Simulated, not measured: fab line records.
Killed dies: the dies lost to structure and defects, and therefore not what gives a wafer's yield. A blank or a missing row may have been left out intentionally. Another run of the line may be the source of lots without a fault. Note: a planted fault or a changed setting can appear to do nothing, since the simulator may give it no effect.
Struck lot and sound lot, side by side -- flow n5_finfet -- 41 steps out of a route of 1938
Sound: wafers L390.2, L390.3, L390.5. Struck: wafers L406.1, L406.3, L406.5. The cause is given at the end.
Each step with rows lists, per side, the tool, then ch with its chambers, then its first start. Under that, the readings that differ: sound wafers -- struck wafers -- difference of the means -- sigmas: that difference in standard deviations of wafers without a fault.
alike: a reading whose means differ by less than 2 such deviations, as well as words and numbers matching on both sides. not compared: withheld readings; readings where some wafer has no value; bounds like >300 that might hide an equal value; numbers whose values overlap and for which the record gives no deviation.
A row with sigmas, a row that says differs or no value, or rows on one side alone: a step with any of these is where the two part. Numbers that don't overlap but have no deviation are shown without sigmas and don't part them. A reading that every wafer of one side lacks parts them only if that side has two wafers or more.

N5_BEOL_M3_CD_MEAS_35: target cd 18 nm, target cd y 21 nm.
  struck on cd_sem-03, day 12 11:46; sound on cd_sem-02, day 7 11:17
reading,sound,struck,difference,sigmas
cd_nm (nm),17.3 17.7 16.6,18.1 18.6 18.4,+1.2,+3
then, 5 steps without rows for these wafers: N5_BEOL_M3_DEGAS_44 (time 60 s); N5_BEOL_M3_PRE_CLEAN_45 (time 30 s); N5_BEOL_M3_ALD_84 (deposits TaN, pulse time 2 s, purge time 3 s, co reactant purge time 2 s); N5_BEOL_M3_SURFACE_TREAT_85; N5_BEOL_M3_CVD_47 (deposits Co from CCTBA/H2, target thk 3 nm, time 223.8 s).
N5_BEOL_M3_SPUTTER_48: material Cu, target thk 4.5 nm, time 8.29 s.
  struck on pvd_sputter-02, day 12 12:24; sound on pvd_sputter-02, day 7 13:36
  alike: throttle_valve_pct
then, 2 steps without rows for these wafers: N5_BEOL_M3_ANNEAL_49 (time 240 s); N5_BEOL_M3_SPUTTER_79 (material Cu, target thk 4.5 nm, time 8.29 s).
N5_BEOL_M3_ANNEAL_80: time 240 s.
  struck on pvd_sputter-02, day 12 12:42; sound on pvd_sputter-02, day 7 13:54
  alike: heater_power_w
then, 1 step without rows for these wafers: N5_BEOL_M3_SPUTTER_81 (material Cu, target thk 4.5 nm, time 8.29 s).
N5_BEOL_M3_ANNEAL_82: time 240 s.
  struck on pvd_sputter-02, day 12 12:55; sound on pvd_sputter-02, day 7 14:07
  alike: heater_power_w
N5_BEOL_M3_SPUTTER_86: material Cu, target thk 4.5 nm, time 8.29 s.
  struck on pvd_sputter-02, day 12 13:04; sound on pvd_sputter-02, day 7 14:16
  alike: throttle_valve_pct
then, 8 steps without rows for these wafers: N5_BEOL_M3_ANNEAL_87 (time 240 s); N5_BEOL_M3_SPUTTER_88 (material Cu, target thk 4.5 nm, time 8.29 s); N5_BEOL_M3_ANNEAL_89 (time 240 s); N5_BEOL_M3_SPUTTER_90 (material Cu, target thk 4.5 nm, time 8.29 s); N5_BEOL_M3_ANNEAL_91 (time 240 s); N5_BEOL_M3_SPUTTER_92 (material Cu, target thk 4.5 nm, time 8.29 s); N5_BEOL_M3_ANNEAL_93 (time 240 s); N5_BEOL_M3_SPUTTER_94 (material Cu, target thk 4.5 nm, time 8.29 s).
N5_BEOL_M3_ANNEAL_95: time 240 s.
  struck on pvd_sputter-02, day 12 14:01; sound on pvd_sputter-02, day 7 15:13
  alike: heater_power_w
then, 7 steps without rows for these wafers: N5_BEOL_M3_SPUTTER_96 (material Cu, target thk 4.5 nm, time 8.29 s); N5_BEOL_M3_ECD_50 (material Cu, target thk 300 nm); N5_BEOL_M3_ANNEAL_51 (time 90 s); N5_BEOL_M3_CMP_52 (polishes, stops on SiOC, t overpolish 6.8 s, target thk 40 nm); N5_BEOL_M3_PRE_CLEAN_60 (time 15 s); N5_BEOL_M3_CO_CAP_55 (material Co, precursor CCTBA/H2, target thk 2 nm, time 102.1 s); N5_BEOL_M3_PRE_CLEAN_56 (time 15 s).
N5_BEOL_M3_DEP_57: deposits SiCN from 3MS/NH3, target thk 8 nm, time 14 s.
  sound on pecvd-02 ch 1,2, day 7 16:20; struck on pecvd-01 ch 0,2, day 12 15:39
  alike: showerhead_plenum_p_Torr, throttle_valve_pct
N5_BEOL_M3_RS_MEAS_58: measurement is done with a four-point probe.
  struck on film_metro-01, day 12 15:43; sound on film_metro-01, day 7 16:24
  alike: M3_RS
then, 1 step without rows for these wafers: N5_BEOL_M4_ILD_DEP_00 (deposits SiOC from DEMS/O2, target thk 79 nm, time 15.3 s).
N5_BEOL_M4_THK_MEAS_01:
  struck on film_metro-01, day 12 15:50; sound on film_metro-02, day 7 16:32
  alike: M4_ILD_THK
then, 7 steps without rows for these wafers: N5_BEOL_M4_PECVD_72 (deposits SiO2 from TEOS/O2, target thk 16 nm, time 18 s); N5_BEOL_M4_HM_DEP_02 (deposits TiN, target thk 20 nm); N5_BEOL_M4_COAT_61 (time 60 s, resist thk 60 nm); N5_BEOL_M4_COAT_62 (time 60 s, resist thk 12 nm); N5_BEOL_M4_COAT_73 (time 60 s, resist thk 5 nm); N5_BEOL_M4_COAT_05 (resist thk 30 nm); N5_BEOL_M4_EBR_07.
-- here the record skips 5 days between the struck wafers' starts before and after, leaving off in module BEOL_M4 and picking up in module PASSIVATION (first step shown: number 1936 of the route) --
N5_PASSIVATION_PROBE_49:
  only the struck wafers here have rows in the record (prober-01, day 17 09:20); the sound ones have none

== WHERE THEY PART ==
Last at N5_PASSIVATION_PROBE_49 as far as this record goes, first at N5_BEOL_M3_CD_MEAS_35.

WHY: what had been put in by the simulator
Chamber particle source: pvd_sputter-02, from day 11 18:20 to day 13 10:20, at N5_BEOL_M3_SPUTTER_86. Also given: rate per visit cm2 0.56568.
